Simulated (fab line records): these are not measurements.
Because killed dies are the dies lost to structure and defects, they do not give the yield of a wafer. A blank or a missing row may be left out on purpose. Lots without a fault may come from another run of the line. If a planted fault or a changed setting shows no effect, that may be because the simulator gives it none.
Code-filled problem report in 8D (eight disciplines) form	flow nandHarc	the parts of the form that need people (team, actions taken, sign-off) are left out

== 1. WHAT IS WRONG ==
Mean of tubeCenterTempC at NHARC_A_DECK1_JOINT_CVD_12: 635 C across 6 wafers in 2 lots; on wafers with no fault it is 620 C (standard deviation 0.051). That is +99 or more standard deviations from the usual mean.
The step: deposits poly-Si, target thk 90 nm, time 1800 s.
Seen first at day 17 06:53 on lpcvdPoly-02, wafer L723.2. Wafers with a number at this step in the record: 36, from 12 lots. Rule for "out", or "out of limits": more than 4 standard deviations from the usual mean. The rest of the wafers with a number are treated as sound.

== 2. WHAT IT IS, AND WHAT IT ISN'T ==
question	is	is not
which readings at this step	tubeCenterTempC, spikeTcCentreC, spikeTcLowerC, spikeTcTopC, spikeTcUpperC	-
which lots	L723, L724	L710, L711, L712, L714, L727, L728, L730, L731, L732, L733
which wafers of those lots	all that have a number	-
read on which tools	lpcvdPoly-02	lpcvdPoly-01, lpcvdPoly-04
when	from day 17 06:53	up to then (12 sound wafers); but 18 sound wafers of L727, L728, L730, L731, L732, L733 came after

== 3. THE SUSPECTS, EACH WITH WHAT RULES IT OUT ==
Counting: a tool at any process step up to the reading remains a suspect when it ran all the lots that are out and ran no sound lot after the first of those.
- aldHk-01 at NHARC_A_CHANNEL_FILL_D1_ALD_16 (deposits SiO2, target thk 1.5 nm, pulse time 10 s, ald cycles 15): ruled out as a lasting fault. Sound lots L727, L730, L731, L732, L733 ran on it after its first lot that is out, L723 (day 15 10:44).
- rieDiel-05 at NHARC_A_CHANNEL_FILL_D1_STRIP_29 (strips in O2, time 20 s): ruled out as a lasting fault. Sound lots L731 ran on it after its first lot that is out, L723 (day 17 06:53). NHARC_A_CHANNEL_FILL_D1_STRIP_29 gives no start for some lots, so the hours and the order of its lots are those of NHARC_A_DECK1_JOINT_CVD_12.
- lpcvdPoly-02 at NHARC_A_DECK1_JOINT_CVD_12 (deposits poly-Si, target thk 90 nm, time 1800 s): ruled out as a lasting fault. Sound lots L732, L733 ran on it after its first lot that is out, L723 (day 17 06:53).
Left after counting: nothing in the record.

== 4. THE CAUSE (what the simulator had put in) ==
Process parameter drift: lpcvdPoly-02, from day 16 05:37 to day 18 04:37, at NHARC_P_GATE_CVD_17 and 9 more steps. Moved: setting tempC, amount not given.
Counting ruled it out, wrongly.

== 5. THE EFFECT CHAIN, in route order ==
Rows list readings where the struck wafers' mean (over those with a number) sits beyond 3 standard deviations from the usual. Only readings whose record carries a usual standard deviation are examined. hours: median over the lots of the time between each lot's start at the first step of this table that gives one and its start at this step. sigmas: the change, counted in usual standard deviations.
hours	step	reading	usual	on struck wafers	change	sigmas
0	NHARC_A_DECK1_JOINT_CVD_12	spikeTcCentreC	620.1 C	634.5	+14.4	+11
0	NHARC_A_DECK1_JOINT_CVD_12	spikeTcLowerC	620.9 C	637.4	+16.5	+12
0	NHARC_A_DECK1_JOINT_CVD_12	spikeTcTopC	640.2 C	655.2	+15.0	+14
0	NHARC_A_DECK1_JOINT_CVD_12	spikeTcUpperC	619.9 C	635.0	+15.1	+15
0	NHARC_A_DECK1_JOINT_CVD_12	tubeCenterTempC	620 C	635	+15	+99 or more
It contains these process steps:
- NHARC_A_DECK1_JOINT_CVD_12: deposits poly-Si, target thk 90 nm, time 1800 s.
At these later measuring or inspecting steps, every struck wafer for which the step has a row has a number for every such reading, and none has moved that far: NHARC_END_SORT_01.

== 6. WHAT WOULD HAVE CAUGHT IT SOONER ==
First out-of-limits reading in this record: day 17 06:53, which is 25 hours after fault onset at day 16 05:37.
